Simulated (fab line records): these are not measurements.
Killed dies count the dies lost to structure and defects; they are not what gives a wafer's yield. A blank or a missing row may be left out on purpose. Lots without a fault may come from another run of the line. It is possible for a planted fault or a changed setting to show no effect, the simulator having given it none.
Lot-split experiment	flow n5-finfet	21 wafers read across 7 lots, on a route 1938 steps long

THE SPLIT
At N5_MOL_CONTACT_COAG_ALD_27 (deposits SiOC, target thk 17 nm, pulse time 1.5 s, time 2720 s), the setting ald-cycles was moved away from the recipe's 340 on 7 of the 21 wafers read, by -5.9% to +5.9%. This setting was run at the recipe's value on the other wafers.

The reading comes from the split's own step.

THE READING
SiOC_of_MOL_CONTACT_COAG_ALD_27.thk-nm (the simulator's own value, which no gauge read), in nm, at N5_MOL_CONTACT_COAG_ALD_27 (deposits SiOC, target thk 17 nm, pulse time 1.5 s, time 2720 s). The file does not state a usual value for it. The 14 wafers here that ran the recipe average 17.0 nm, standard deviation 0.052 nm.

wafer	tool, chamber at the split	ald-cycles as run	against the recipe	SiOC_of_MOL_CONTACT_COAG_ALD_27.thk-nm, nm	against lot-mates on the recipe
L076.1	ald-sin-03, 2	340	recipe	17	-
L076.5	ald-sin-03, 2	340	recipe	17	-
L076.2	ald-sin-03, 1	355	+4.4%	17.8	+0.8
L077.4	ald-sin-02, 0	356	+4.7%	17.8	+0.8
L077.5	ald-sin-02, 0,1	340	recipe	17	-
L077.6	ald-sin-02, 0,1	340	recipe	17	-
L082.1	ald-sin-02, 1,0,3	340	recipe	17	-
L082.2	ald-sin-02, 1,0,3	340	recipe	17	-
L082.5	ald-sin-02, 1,0,3	340	recipe	17	-
L084.2	ald-sin-02, 2,3,2	340	recipe	17	-
L084.5	ald-sin-02, 2,3,2	340	recipe	17	-
L084.6	ald-sin-02, 2,3,2	340	recipe	17	-
L089.1	ald-sin-02, 1	322	-5.3%	16.2	-0.8
L089.4	ald-sin-02, 0	340	recipe	17	-
L089.6	ald-sin-02, 0	322	-5.3%	16	-1.0
L093.2	ald-sin-04, 1	360	+5.9%	18	+0.8
L093.4	ald-sin-04, 0	340	recipe	17.2	-
L093.5	ald-sin-04, 0	360	+5.9%	18.2	+1.0
L094.1	ald-sin-02, 1,3	340	recipe	17	-
L094.2	ald-sin-02, 1,3	340	recipe	17	-
L094.4	ald-sin-02, 0	320	-5.9%	16	-1.0
If several chambers appear in one row, that row covers several wafers at once and the file leaves open which wafer was in which chamber.

FIT RESULTS
A straight line over all 21 wafers: SiOC_of_MOL_CONTACT_COAG_ALD_27.thk-nm changes by +0.176 nm for each +1% of ald-cycles; r = +0.99; the points scatter about the line by 0.067 nm.
The same after taking each lot's own level away (the mean of its wafers on the recipe; 21 wafers): +0.165 nm for each +1%; r = +0.99; scatter 0.055 nm.
Per that fit: largest ald-cycles move, reading shift of 0.97 nm.
From 17.00 to 17.20 nm: that is the span of the lots' own levels, equal to 3.9 times the standard deviation above.
Consequently the slope shifts little with the lot-to-lot level, the two slopes agreeing.
Check: +1.01 nm against its lot-mates is what the line predicts for one of the wafers moved furthest among these (+5.9%) when that wafer is left out of the fit. Against them it came out at +0.8 nm.

OTHER SPLITS APPLIED TO THESE WAFERS
Other splits were also applied to these wafers ahead of the reading. Each is held against what the fit with the lots' levels taken away leaves over:
other split on the same wafers	wafers away from the commonest value	r with SiOC_of_MOL_CONTACT_COAG_ALD_27.thk-nm (lot level and that fit taken away)
N5_GATE_CUT_EXPOSE_10 dose-mj	8	+0.00

FILE'S OWN FIT
SiOC_of_MOL_CONTACT_COAG_ALD_27.thk-nm changes by +0.167 nm for each +1% of ald-cycles, r = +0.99.
